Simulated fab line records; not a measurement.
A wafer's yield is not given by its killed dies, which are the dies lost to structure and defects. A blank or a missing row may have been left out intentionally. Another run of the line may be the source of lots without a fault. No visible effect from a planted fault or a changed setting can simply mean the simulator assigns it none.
Matching of chambers + flow nand_harc + NHARC_A_STAIRCASE_ETCH_253 on rie_diel-06 has 4 sister chambers
The step etches the open film in C4F8/O2, target depth 50 nm, time 20.2 s. 8 wafers are shown with their chamber, then 9 later ones without.

WAFERS PAIRED WITH THEIR CHAMBERS
| wafer  | chamber | rf_vpp_V (V) | oes_product_au (a.u.) |
|--------|---------|--------------|-----------------------|
| L084.3 | 2       | 895          | 0.938                 |
| L086.4 | 2       | 895          | 0.921                 |
| L086.5 | 3       | 901          | 0.917                 |
| L089.4 | 0       | 892          | 0.947                 |
| L089.5 | 0       | 893          | 0.938                 |
| L091.1 | 3       | 902          | 0.963                 |
| L091.3 | 1       | 903          | 0.964                 |
| L091.5 | 1       | 902          | 0.964                 |

WAFERS WITH NO CHAMBER GIVEN
| wafer  | rf_vpp_V (V) | oes_product_au (a.u.) |
|--------|--------------|-----------------------|
| L092.1 | 902          | 0.929                 |
| L092.2 | 895          | 0.955                 |
| L092.4 | 902          | 0.964                 |
| L090.1 | 893          | 0.961                 |
| L090.2 | 903          | 0.944                 |
| L090.4 | 901          | 0.941                 |
| L095.2 | 902          | 0.935                 |
| L095.4 | 899          | 0.920                 |
| L095.5 | 902          | 0.935                 |

THE CHAMBER EACH PASSED THROUGH
| wafer  | from the rows above     | in truth |
|--------|-------------------------|----------|
| L092.1 | can't be placed: 3 or 1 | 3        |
| L092.2 | 2                       | 2        |
| L092.4 | can't be placed: 1 or 3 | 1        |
| L090.1 | 0                       | 0        |
| L090.2 | can't be placed: 1 or 3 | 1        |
| L090.4 | can't be placed: 3 or 1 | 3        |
| L095.2 | can't be placed: 3 or 1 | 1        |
| L095.4 | can't be placed: 3 or 1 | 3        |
| L095.5 | can't be placed: 3 or 1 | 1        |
Correctly placed: 2 of 9. Not placeable from these rows: 7 (in 7, the candidates include the true chamber). Placed wrongly: 0.
How it was worked out, from the rows above alone: a wafer's distance from a chamber is the root of the sum, over the readings, of the square of ((its reading less the chamber's mean) divided by the reading's scatter). If the next closest chamber is less than 2 further off than the closest, the wafer can't be placed; otherwise it belongs to the closest. The mean given for a chamber averages the wafers shown for that chamber. The scatter: the root of (the sum of the squares of (reading less its chamber's mean) over the shown wafers, divided by (wafers less chambers)).
